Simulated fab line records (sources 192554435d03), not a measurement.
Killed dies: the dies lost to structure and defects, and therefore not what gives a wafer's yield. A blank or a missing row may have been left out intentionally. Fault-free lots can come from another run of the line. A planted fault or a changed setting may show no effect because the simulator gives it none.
Chamber matching    flow n5 finfet    ald hk-02 running N5_HKMG_FIN_ALD_75: 4 sister chambers
The step deposits Al2O3, target thk 1 nm, co reactant pulse time 1 s. 8 wafers are shown with their chamber, then 7 later ones without.

EACH WAFER AND ITS CHAMBER
wafer   chamber  heater power w (W)  susceptor temp C (C)
L084.3  0        148                 150.09
L084.5  1        143                 150.18
L089.4  2        148                 149.98
L091.4  0        149                 150.07
L091.5  2        149                 149.95
L091.6  3        136                 150.04
L092.1  1        146                 149.93
L092.2  3        135                 149.97

WAFERS WITHOUT THEIR CHAMBER
wafer   heater power w (W)  susceptor temp C (C)
L092.5  146                 149.78
L093.2  137                 149.78
L093.4  145                 150.04
L093.5  143                 150.11
L097.3  145                 150.23
L097.4  138                 149.99
L097.5  137                 149.91

WHICH CHAMBER EACH ONE RAN IN
wafer    from the rows above            in truth
L092.5   can't be placed: 2 or 1 or 0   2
L093.2   3                              3
L093.4   1                              1
L093.5   1                              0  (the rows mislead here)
L097.3   can't be placed: 1 or 0        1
L097.4   3                              3
L097.5   3                              3
Correctly placed: 4 of 7. Cannot be placed on the basis of these rows: 2; the candidates contain the true chamber in 2. Wrongly placed: 1.
How it was worked out, from the rows above alone: a wafer's distance from a chamber is the root of the sum, over the readings, of the square of ((its reading less the chamber's mean) divided by the reading's scatter). The wafer belongs to the nearest chamber; if the next one is less than 2 further off, it can't be placed. For every chamber, the mean is computed from those of its wafers that are shown. The scatter is the square root of a quotient: the sum, over the shown wafers, of each reading's squared deviation from its chamber's mean, divided by wafers minus chambers.
